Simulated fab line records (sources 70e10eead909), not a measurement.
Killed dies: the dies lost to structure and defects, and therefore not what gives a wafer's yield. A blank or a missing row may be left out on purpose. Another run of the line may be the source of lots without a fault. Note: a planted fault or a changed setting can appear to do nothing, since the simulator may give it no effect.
Which tool was responsible? + flow nandHarc + 6 lots, 17 wafers sampled, at 2 steps of a route of 1159

WHAT EACH GAUGE READ, for each wafer
NHARC_P_M1_THK_MEAS_24: measures by xrf.
| lot  | measured     | on           | thkNm (nm)        |
|------|--------------|--------------|-------------------|
| L145 | day 6 16:03  | filmMetro-01 | 157.9 154.9 154.7 |
| L149 | day 7 09:02  | filmMetro-02 | 156.6 157.8 158.3 |
| L151 | day 7 20:16  | filmMetro-01 | 157.8 155.3 157.4 |
| L155 | day 9 00:30  | filmMetro-02 | 156.8 157.5 159.9 |
| L160 | day 10 06:07 | filmMetro-02 | 155.7 157.0       |
| L166 | day 11 08:04 | filmMetro-02 | 156.9 157.4 155.9 |

WHICH TOOL RAN EACH LOT (tool, then ch and the chambers of the sampled wafers, then the start)
| lot  | NHARC_P_M1_PRE_CLEAN_30                |
|------|----------------------------------------|
| L145 | pvdSputter-01, day 6 16:03 or earlier  |
| L149 | pvdSputter-03, day 7 09:02 or earlier  |
| L151 | pvdSputter-02, day 7 20:16 or earlier  |
| L155 | pvdSputter-03, day 9 00:30 or earlier  |
| L160 | pvdSputter-03, day 10 06:07 or earlier |
| L166 | pvdSputter-03, day 11 08:04 or earlier |
- NHARC_P_M1_PRE_CLEAN_30: time 30 s.

THE ANSWER, worked out from the rows above alone
Rule: what is usual is taken from the lots themselves. The widest of any qualifying gaps counts: lots, ordered by their means at a reading, are off when they make up no more than a third of the lots, leave a main group of 4 or more, and stand apart from it by 3 or more times the standard deviation of that group's means. A main group whose means are all the same, to the digits that the tables above print for the reading, isn't used. A lot without any number at a reading at which 4 lots or more have one is off too. The other lots that the step has rows for count as sound.
Nothing can be told from this: no lot is off at any reading shown.

WHAT THE SIMULATOR HAD PUT IN
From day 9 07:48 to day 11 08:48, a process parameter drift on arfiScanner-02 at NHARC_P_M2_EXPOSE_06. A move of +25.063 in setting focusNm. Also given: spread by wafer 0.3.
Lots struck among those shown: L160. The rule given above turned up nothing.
